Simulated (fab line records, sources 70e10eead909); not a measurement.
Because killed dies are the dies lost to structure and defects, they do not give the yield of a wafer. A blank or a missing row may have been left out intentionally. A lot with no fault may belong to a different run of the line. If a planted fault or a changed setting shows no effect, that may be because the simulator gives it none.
fab line records + flow nand_harc
record:
- lots: 13
- wafers: 39
- last_day: 32
route steps=1302 shown P_GATE@122 END@1302
lots that met no fault: taken from a fault-free run of the same line
start_h: hours from the record's first day to the start of the lot's first wafer shown + wait_h: hours elapsed since this lot's preceding step + " as in the row above + L1.1+2: a row that stands for several wafers + - no value, or no start was given + * or withheld: withheld + < > ~ a bound
route shown NAME@n: names a module that has steps shown in the file, with the first one's number in the route + usual: mean and standard deviation over wafers with no fault + same: alike in all rows + chamber/n: place in a boat + sites: the reading at each site + _std_site: standard deviation across them + _edge_site: mean of outer sites minus mean of inner sites + radius_mm: for every site, how far away it sits from the centre of the wafer + mask NAME#n: copy n + behind: tool/chamber where the wafer was last shaped + hold: why the lot was held/for how many hours/how that ended + device: the n, p or np transistor that did not switch + end of line: the route-end tests of the same wafers + a step given without rows: its recipe and nothing more + killed: at the first sort, the dies lost to defects and structure; wafer yield is something else + map: a wafer's dies, x killed, . not, _ none there
set.NAME: setting as actually run; set.NAME@STEP: the setting as run at that earlier step + model.NAME: the simulator's own value behind a step, which no gauge read
one table for each step of the route and one row for each wafer, over a sample of lots
services: the hour from which a tool's chamber was out of use, counted from the record's first day as start_h (under 0 if before that day), plus the number of hours and why
== steps ==
step: NHARC_P_GATE_CD_MEAS_11
recipe:
- target_cd_nm: 1640
- landing_energy_ev: 500
usual:
- cd_nm: 1639.3/2.8
| lot.wafer | tool      | chamber | start_h | wait_h | cd_nm  |
|-----------|-----------|---------|---------|--------|--------|
| L322.1    | cd_sem-03 | 0       | 99.58   | -      | 1641.2 |
| L322.4    | "         | 0       | "       | "      | 1639.7 |
| L322.5    | "         | 0       | "       | "      | 1638.3 |
| L323.2    | cd_sem-03 | 0       | 106.87  | -      | 1640.5 |
| L323.4    | "         | 0       | "       | "      | 1643.8 |
| L323.5    | "         | 0       | "       | "      | 1640.7 |
| L324.1    | cd_sem-03 | 0       | 123.28  | -      | 1639.7 |
| L324.2    | "         | 0       | "       | "      | 1640.9 |
| L324.6    | "         | 0       | "       | "      | 1639.6 |
| L326.1    | cd_sem-03 | 0       | 142.97  | -      | 1636.9 |
| L326.2    | "         | 0       | "       | "      | 1635.7 |
| L326.6    | "         | 0       | "       | "      | 1636.0 |
| L327.1    | cd_sem-01 | 0       | 150.64  | -      | 1642.8 |
| L327.4    | "         | 0       | "       | "      | 1642.0 |
| L327.5    | "         | 0       | "       | "      | 1645.2 |
| L328.3    | cd_sem-01 | 0       | 164.99  | -      | 1636.1 |
| L328.4    | "         | 0       | "       | "      | 1637.3 |
| L328.5    | "         | 0       | "       | "      | 1636.5 |
| L333.1    | cd_sem-01 | 0       | 209.58  | -      | 1643.1 |
| L333.2    | "         | 0       | "       | "      | 1640.4 |
| L333.3    | "         | 0       | "       | "      | 1639.2 |
| L334.2    | cd_sem-01 | 0       | 227.61  | -      | 1640.3 |
| L334.5    | "         | 0       | "       | "      | 1641.4 |
| L334.6    | "         | 0       | "       | "      | 1641.3 |
| L336.2    | cd_sem-01 | 0       | 242.45  | -      | 1633.7 |
| L336.4    | "         | 0       | "       | "      | 1635.8 |
| L336.5    | "         | 0       | "       | "      | 1641.4 |
| L337.2    | cd_sem-03 | 0       | 247.92  | -      | 1637.3 |
| L337.3    | "         | 0       | "       | "      | 1639.7 |
| L337.4    | "         | 0       | "       | "      | 1639.9 |
| L341.1    | cd_sem-01 | 0       | 290.63  | -      | 1637.2 |
| L341.2    | "         | 0       | "       | "      | 1643.3 |
| L341.6    | "         | 0       | "       | "      | 1640.2 |
| L342.1    | cd_sem-02 | 0       | 301.83  | -      | 1645.2 |
| L342.4    | "         | 0       | "       | "      | 1641.1 |
| L342.6    | "         | 0       | "       | "      | 1638.2 |
| L343.1    | cd_sem-03 | 0       | 307.14  | -      | 1640.0 |
| L343.3    | "         | 0       | "       | "      | 1636.5 |
| L343.5    | "         | 0       | "       | "      | 1635.6 |
step: NHARC_P_GATE_STRIP_108
recipe:
- o2_flow_sccm: 500
- ar_flow_sccm: 0
- bias_w: 0
- chemistry: O2
usual:
- drypump_motor_current_A: 5.8/0.37
- oes_product_au: 1.005/0.013
- rf_vpp_V: 57.8/0.89
- showerhead_plenum_p_Torr: 3.57/0.16
- throttle_valve_pct: 17.035/0.0089
same:
- bias_w: 0
| lot.wafer | tool        | chamber | start_h | wait_h | drypump_motor_current_A | oes_product_au | rf_hours_counter_h | rf_vpp_V | showerhead_plenum_p_Torr | throttle_valve_pct |
|-----------|-------------|---------|---------|--------|-------------------------|----------------|--------------------|----------|--------------------------|--------------------|
| L322.1    | rie_diel-05 | 3       | 115.57  | -      | 6.3                     | 1.019          | 5                  | 58.4     | 3.73                     | 17.025             |
| L322.5    | "           | 2       | "       | "      | 6.3                     | 0.990          | -                  | 59.4     | 3.76                     | 17.040             |
| L322.4    | "           | 3       | "       | "      | 6.3                     | 1.018          | -                  | 57.5     | 3.73                     | 17.043             |
| L323.2    | rie_diel-13 | 3       | 125.76  | -      | 5.5                     | 1.002          | 9                  | 56.8     | 3.32                     | 17.038             |
| L323.4    | "           | 1       | "       | "      | 6.0                     | 1.024          | 8                  | 58.9     | 3.59                     | 17.028             |
| L323.5    | "           | 3       | "       | "      | 5.5                     | 0.993          | -                  | 56.8     | 3.32                     | 17.044             |
| L324.1    | rie_diel-13 | 2       | 140.97  | -      | 5.7                     | 1.020          | 9                  | 57.7     | 3.68                     | 17.045             |
| L324.2    | "           | 0       | "       | "      | 5.8                     | 1.004          | 9                  | 58.4     | 3.42                     | 17.028             |
| L324.6    | "           | 2       | "       | "      | 5.7                     | 1.033          | -                  | 58.9     | 3.68                     | 17.047             |
| L326.1    | rie_diel-13 | 1       | 157.59  | -      | 6.0                     | 1.036          | 10                 | 58.6     | 3.58                     | 17.031             |
| L326.2    | "           | 3       | "       | "      | 5.6                     | 0.989          | 12                 | 57.8     | 3.32                     | 17.039             |
| L326.6    | "           | 0       | "       | "      | 5.8                     | 1.001          | -                  | 56.4     | 3.42                     | 17.028             |
| L327.4    | rie_diel-01 | 0       | 165.42  | -      | 5.5                     | 0.999          | 7                  | 57.8     | 3.41                     | 17.045             |
| L327.1    | "           | 1       | "       | "      | 5.8                     | 0.999          | 8                  | 56.3     | 3.71                     | 17.031             |
| L327.5    | "           | 0       | "       | "      | 5.5                     | 1.007          | -                  | 57.6     | 3.41                     | 17.047             |
| L328.3    | rie_diel-05 | 2       | 179.84  | -      | 6.3                     | 0.993          | 11                 | 59.5     | 3.76                     | 17.032             |
| L328.4    | "           | 3       | "       | "      | 6.3                     | 1.004          | -                  | 58.5     | 3.72                     | 17.037             |
| L328.5    | "           | 0       | "       | "      | 5.1                     | 1.006          | -                  | 57.8     | 3.71                     | 17.044             |
| L333.2    | rie_diel-05 | 3       | 224.53  | -      | 6.3                     | 1.010          | 12                 | 57.6     | 3.72                     | 17.036             |
| L333.1    | "           | 0       | "       | "      | 5.1                     | 1.009          | 12                 | 57.3     | 3.71                     | 17.016             |
| L333.3    | "           | 2       | "       | "      | 6.2                     | 0.996          | 12                 | 58.2     | 3.76                     | 17.034             |
| L334.2    | rie_diel-05 | 2       | 247.22  | -      | 6.3                     | 1.004          | 0                  | 58.9     | 3.76                     | 17.028             |
| L334.6    | "           | 1       | "       | "      | 6.3                     | 1.047          | -                  | 57.8     | 3.56                     | 17.036             |
| L334.5    | "           | 3       | "       | "      | 6.3                     | 1.017          | -                  | 58.1     | 3.72                     | 17.023             |
| L336.2    | rie_diel-01 | 3       | 259.82  | -      | 6.0                     | 0.992          | 5                  | 56.8     | 3.34                     | 17.034             |
| L336.4    | "           | 1       | "       | "      | 5.7                     | 1.019          | 4                  | 59.3     | 3.71                     | 17.030             |
| L336.5    | "           | 2       | "       | "      | 5.4                     | 1.008          | -                  | 58.7     | 3.67                     | 17.043             |
| L337.4    | rie_diel-01 | 3       | 264.84  | -      | 6.0                     | 0.996          | 5                  | 57.2     | 3.34                     | 17.034             |
| L337.2    | "           | 1       | "       | "      | 5.7                     | 1.030          | 4                  | 58.8     | 3.71                     | 17.046             |
| L337.3    | "           | 2       | "       | "      | 5.4                     | 1.002          | 5                  | 58.0     | 3.67                     | 17.017             |
| L341.2    | rie_diel-01 | 3       | 306.92  | -      | 6.0                     | 1.003          | 7                  | 56.2     | 3.34                     | 17.028             |
| L341.1    | "           | 1       | "       | "      | 5.7                     | 1.010          | 6                  | 57.3     | 3.71                     | 17.033             |
| L341.6    | "           | 0       | "       | "      | 5.5                     | 1.021          | -                  | 56.7     | 3.40                     | 17.046             |
| L342.4    | rie_diel-13 | 2       | 316.76  | -      | 5.7                     | 1.005          | 10                 | 58.8     | 3.67                     | 17.040             |
| L342.1    | "           | 0       | "       | "      | 5.8                     | 1.007          | 10                 | 56.9     | 3.41                     | 17.054             |
| L342.6    | "           | 1       | "       | "      | 6.0                     | 1.014          | -                  | 56.6     | 3.58                     | 17.034             |
| L343.3    | rie_diel-01 | 2       | 324.26  | -      | 5.4                     | 1.006          | 8                  | 58.5     | 3.66                     | 17.028             |
| L343.1    | "           | 3       | "       | "      | 6.0                     | 1.012          | 9                  | 57.2     | 3.34                     | 17.028             |
| L343.5    | "           | 2       | "       | "      | 5.4                     | 1.004          | -                  | 57.5     | 3.66                     | 17.033             |
step: NHARC_P_GATE_COAT_40
recipe:
- spin_rpm: 3000
usual:
- chill_plate_temp_C: 22.98/0.11
- exhaust_pa: 45.1/0.89
| lot.wafer | tool           | chamber | start_h | wait_h | chill_plate_temp_C | exhaust_pa |
|-----------|----------------|---------|---------|--------|--------------------|------------|
| L322.1    | litho_track-03 | 0       | 126.40  | -      | 22.95              | 45.7       |
| L322.4    | "              | 0       | "       | "      | 23.17              | 44.6       |
| L322.5    | "              | 0       | "       | "      | 22.99              | 44.9       |
| L323.2    | litho_track-02 | 0       | 136.64  | -      | 22.80              | 45.2       |
| L323.4    | "              | 0       | "       | "      | 22.95              | 44.9       |
| L323.5    | "              | 0       | "       | "      | 22.90              | 45.4       |
| L324.1    | litho_track-05 | 0       | 151.66  | -      | 23.04              | 45.0       |
| L324.2    | "              | 0       | "       | "      | 22.88              | 43.9       |
| L324.6    | "              | 0       | "       | "      | 23.21              | 44.1       |
| L326.1    | litho_track-03 | 0       | 168.30  | -      | 22.87              | 45.5       |
| L326.2    | "              | 0       | "       | "      | 22.97              | 45.2       |
| L326.6    | "              | 0       | "       | "      | 23.09              | 44.6       |
| L327.1    | litho_track-02 | 0       | 176.17  | -      | 23.10              | 42.3       |
| L327.4    | "              | 0       | "       | "      | 23.01              | 45.7       |
| L327.5    | "              | 0       | "       | "      | 23.03              | 44.4       |
| L328.3    | litho_track-02 | 0       | 190.64  | -      | 22.95              | 46.2       |
| L328.4    | "              | 0       | "       | "      | 22.95              | 46.5       |
| L328.5    | "              | 0       | "       | "      | 23.03              | 44.7       |
| L333.1    | litho_track-02 | 0       | 235.32  | -      | 23.06              | 47.4       |
| L333.2    | "              | 0       | "       | "      | 22.98              | 45.6       |
| L333.3    | "              | 0       | "       | "      | 23.07              | 45.1       |
| L334.2    | litho_track-02 | -       | 260.16  | -      | -                  | -          |
| L334.5    | "              | -       | "       | "      | -                  | -          |
| L334.6    | "              | -       | "       | "      | -                  | -          |
| L336.2    | litho_track-03 | -       | 270.50  | -      | -                  | -          |
| L336.4    | "              | -       | "       | "      | -                  | -          |
| L336.5    | "              | -       | "       | "      | -                  | -          |
| L337.2    | litho_track-05 | 0       | 275.58  | -      | 22.87              | 45.2       |
| L337.3    | "              | 0       | "       | "      | 22.76              | 45.6       |
| L337.4    | "              | 0       | "       | "      | 22.82              | 43.4       |
| L341.1    | litho_track-05 | 0       | 317.65  | -      | 23.06              | 45.8       |
| L341.2    | "              | 0       | "       | "      | 22.95              | 46.4       |
| L341.6    | "              | 0       | "       | "      | 22.91              | 45.4       |
| L342.1    | litho_track-03 | 0       | 327.46  | -      | 23.14              | 45.0       |
| L342.4    | "              | 0       | "       | "      | 22.93              | 44.0       |
| L342.6    | "              | 0       | "       | "      | 23.12              | 44.3       |
| L343.1    | litho_track-02 | 0       | 334.96  | -      | 23.09              | 44.5       |
| L343.3    | "              | 0       | "       | "      | 22.88              | 43.4       |
| L343.5    | "              | 0       | "       | "      | 22.88              | 44.4       |
step: NHARC_P_GATE_STRIP_75
recipe:
- power_w: 1500
- temp_c: 250
- chemistry: O2
usual:
- drypump_motor_current_A: 5.16/0.26
- heater_power_w: 346/28
| lot.wafer | tool            | chamber | start_h | wait_h | drypump_motor_current_A | heater_power_w | rf_hours_counter_h |
|-----------|-----------------|---------|---------|--------|-------------------------|----------------|--------------------|
| L322.1    | plasma_asher-02 | 1       | 127.54  | 0.2    | 4.90                    | 358            | 8                  |
| L322.4    | "               | 0       | "       | "      | 5.20                    | 324            | -                  |
| L322.5    | "               | 1       | "       | "      | 4.87                    | 353            | -                  |
| L323.2    | plasma_asher-01 | 0       | 137.90  | 0.3    | 5.06                    | 340            | 30                 |
| L323.4    | "               | 1       | "       | "      | 5.56                    | 377            | -                  |
| L323.5    | "               | 1       | "       | "      | 5.56                    | 387            | -                  |
| L324.2    | plasma_asher-01 | 0       | 152.78  | 0.2    | 5.03                    | 337            | 33                 |
| L324.1    | "               | 1       | "       | "      | 5.56                    | 383            | 33                 |
| L324.6    | "               | 0       | "       | "      | 5.02                    | 340            | -                  |
| L326.1    | plasma_asher-02 | 0       | 169.55  | 0.2    | 5.19                    | 328            | 19                 |
| L326.2    | "               | 1       | "       | "      | 4.86                    | 356            | 19                 |
| L326.6    | "               | 0       | "       | "      | 5.19                    | 325            | -                  |
| L327.1    | plasma_asher-01 | 1       | 177.30  | 0.2    | 5.57                    | 393            | 1                  |
| L327.4    | "               | 1       | "       | "      | 5.55                    | 389            | -                  |
| L327.5    | "               | 1       | "       | "      | 5.57                    | 400            | -                  |
| L328.4    | plasma_asher-02 | 0       | 191.94  | 0.2    | 5.20                    | 316            | -                  |
| L328.3    | "               | 1       | "       | "      | 4.89                    | 350            | -                  |
| L328.5    | "               | 1       | "       | "      | 4.87                    | 355            | -                  |
| L333.2    | plasma_asher-02 | 0       | 236.57  | 0.3    | 5.19                    | 320            | 31                 |
| L333.1    | "               | 1       | "       | "      | 4.87                    | 347            | 31                 |
| L333.3    | "               | 1       | "       | "      | 4.85                    | 350            | -                  |
| L334.2    | plasma_asher-01 | 0       | 261.30  | 0.2    | 5.03                    | 324            | 18                 |
| L334.5    | "               | 1       | "       | "      | 5.59                    | 388            | -                  |
| L334.6    | "               | 0       | "       | "      | 5.02                    | 335            | -                  |
| L336.2    | plasma_asher-02 | 1       | 271.75  | 0.2    | 4.87                    | 340            | 3                  |
| L336.4    | "               | 1       | "       | "      | 4.88                    | 347            | -                  |
| L336.5    | "               | 1       | "       | "      | 4.89                    | 351            | -                  |
| L337.2    | plasma_asher-01 | 1       | 276.71  | 0.3    | 5.56                    | 384            | 22                 |
| L337.4    | "               | 1       | "       | "      | 5.61                    | 398            | -                  |
| L337.3    | "               | 0       | "       | "      | 5.02                    | 334            | -                  |
| L341.2    | plasma_asher-01 | 1       | 318.89  | 0.2    | 5.57                    | 403            | 31                 |
| L341.1    | "               | 0       | "       | "      | 5.05                    | 334            | 31                 |
| L341.6    | "               | 1       | "       | "      | 5.59                    | 400            | -                  |
| L342.1    | plasma_asher-01 | 0       | 328.71  | 0.3    | 5.00                    | 328            | 33                 |
| L342.4    | "               | 0       | "       | "      | 5.06                    | 338            | -                  |
| L342.6    | "               | 1       | "       | "      | 5.57                    | 402            | -                  |
| L343.1    | plasma_asher-02 | 0       | 336.09  | 0.2    | 5.21                    | 306            | 18                 |
| L343.3    | "               | 0       | "       | "      | 5.21                    | 313            | -                  |
| L343.5    | "               | 0       | "       | "      | 5.21                    | 301            | -                  |
step: NHARC_END_SORT_01
recipe:
- temp_c: 25
usual:
- killed_at_array: 56/19
- killed_at_other: 0.6/1
- killed_at_periphery: 3.9/2.7
- killed_dies: 61/19
- killed_open: 3.3/1.9
- killed_short: 2.4/1.7
same:
- gross_dies: 677
| lot.wafer | tool      | chamber | start_h | wait_h | killed_at_array | killed_at_other | killed_at_periphery | killed_dies | killed_open | killed_short |
|-----------|-----------|---------|---------|--------|-----------------|-----------------|---------------------|-------------|-------------|--------------|
| L336.2    | prober-02 | 0       | 716.21  | 2.8    | 85              | 0               | 4                   | 89          | 1           | 3            |
| L336.4    | prober-02 | 0       | 717.82  | 3.4    | 89              | 1               | 7                   | 97          | 2           | 3            |
| L336.5    | prober-02 | 0       | 718.62  | 3.7    | 78              | 0               | 4                   | 82          | 3           | 4            |
| L334.2    | prober-01 | 0       | 725.78  | 2.8    | 49              | 2               | 3                   | 54          | 1           | 1            |
| L334.5    | prober-01 | 0       | 728.16  | 3.7    | 79              | 1               | 2                   | 82          | 3           | 1            |
| L334.6    | prober-01 | 0       | 728.95  | 4.0    | 80              | 1               | 1                   | 82          | 5           | 1            |
killed by level:class
L336.2 A_SLIT:chamber_film_flake=31 A_CHANNEL_HOLE_D1:chamber_film_flake=29 A_CHANNEL_HOLE_D2:chamber_film_flake=15 A_WL_FILL:chamber_film_flake=3 P_M2:chamber_film_flake=2 A_STAIRCASE:chamber_film_flake=2 A_CHANNEL_HOLE_D1:geometric_particle:short=1 A_CHANNEL_FILL_D1:geometric_particle:short=1
L336.4 A_CHANNEL_HOLE_D1:chamber_film_flake=38 A_SLIT:chamber_film_flake=23 A_CHANNEL_HOLE_D2:chamber_film_flake=20 P_STI:chamber_film_flake=2 P_CONTACT:chamber_film_flake=2 A_CONTACT:chamber_film_flake=2 P_GATE:geometric_particle:short=1 P_CONTACT:geometric_particle:open=1
L336.5 A_CHANNEL_HOLE_D1:chamber_film_flake=28 A_SLIT:chamber_film_flake=25 A_CHANNEL_HOLE_D2:chamber_film_flake=11 A_STAIRCASE:chamber_film_flake=6 A_ONON_D1:geometric_particle:open=2 A_CHANNEL_FILL_D2:geometric_particle:short=2 P_M2:chamber_film_flake=2 A_ONON_D1:geometric_particle:short=1
L334.2 A_CHANNEL_HOLE_D1:chamber_film_flake=30 A_SLIT:chamber_film_flake=16 THIN_TSV:chamber_film_flake=2 P_M0:geometric_particle:open=1 A_CHANNEL_HOLE_D1:geometric_particle:short=1 P_ZERO_WELL:chamber_film_flake=1 P_GATE:chamber_film_flake=1 A_STAIRCASE:chamber_film_flake=1
L334.5 A_CHANNEL_HOLE_D1:chamber_film_flake=38 A_SLIT:chamber_film_flake=27 A_CONTACT:chamber_film_flake=7 A_WL_FILL:chamber_film_flake=2 P_M2:geometric_particle:open=1 A_DECK1_JOINT:geometric_particle:short=1 A_ONON_D2:geometric_particle:open=1 A_CHANNEL_HOLE_D2:geometric_particle:open=1
L334.6 A_SLIT:chamber_film_flake=37 A_CHANNEL_HOLE_D1:chamber_film_flake=31 A_STAIRCASE:chamber_film_flake=3 A_ONON_D1:geometric_particle:open=2 A_ONON_D2:geometric_particle:open=2 A_CONTACT:chamber_film_flake=2 A_DECK1_JOINT:geometric_particle:open=1 A_M0:geometric_particle:short=1
== services ==
| tool            | chamber | start_h | hours | kind       |
|-----------------|---------|---------|-------|------------|
| litho_track-03  | -       | 100.00  | 7.0   | pm         |
| plasma_asher-01 | -       | 105.05  | 0.5   | repair     |
| rie_diel-13     | 0       | 113.11  | 3.9   | repair     |
| rie_diel-13     | 1       | 116.26  | 6.8   | repair     |
| litho_track-05  | -       | 124.00  | 7.0   | pm         |
| rie_diel-13     | 3       | 126.72  | 3.4   | repair     |
| rie_diel-13     | -       | 165.00  | 9.0   | pm         |
| plasma_asher-01 | -       | 165.08  | 9.0   | pm         |
| plasma_asher-01 | 0       | 165.08  | 9.0   | vent_cycle |
| plasma_asher-01 | 1       | 165.08  | 9.0   | vent_cycle |
| rie_diel-05     | 2       | 187.13  | 9.8   | repair     |
| rie_diel-01     | -       | 203.82  | 9.0   | pm         |
| rie_diel-05     | 1       | 206.05  | 36.7  | repair     |
| litho_track-02  | -       | 227.00  | 7.0   | pm         |
| rie_diel-05     | -       | 229.60  | 9.0   | pm         |
| rie_diel-05     | 0       | 242.34  | 10.0  | repair     |
| plasma_asher-02 | -       | 249.13  | 9.0   | pm         |
| rie_diel-13     | -       | 254.43  | 1.1   | repair     |
| litho_track-03  | -       | 275.00  | 7.0   | pm         |
| rie_diel-05     | 0       | 292.45  | 5.7   | repair     |
| litho_track-05  | -       | 299.00  | 7.0   | pm         |
| rie_diel-05     | 0       | 309.99  | 12.3  | repair     |
| plasma_asher-02 | -       | 312.91  | 0.8   | repair     |
| plasma_asher-01 | -       | 331.40  | 9.0   | repair     |
== key ==
first_sign:
- step: NHARC_P_GATE_COAT_40
- reading: tool_record
- direction: missing
effect none on later readings
met_at NHARC_P_GATE_COAT_40
struck_lots L334,L336
tester_left_out L334,L336
not_acting_at NHARC_P_GATE_CD_MEAS_11,NHARC_P_GATE_STRIP_108,NHARC_P_GATE_STRIP_75
onset_between 235.32 260.16
fault:
- kind: skipped_step_whole
- tool: litho_track-02,litho_track-03
- chamber: -
- onset_h: 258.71
- steps: NHARC_P_GATE_COAT_40
- scope: struck_lots_only
tester_left_out: of these lots the tester's yield and bins aren't shown, on N5 and GAA mostly nor the transistor test; their killed dies are dies lost to structure and defects alone, not to doping, threshold or leakage, so they don't give the yield
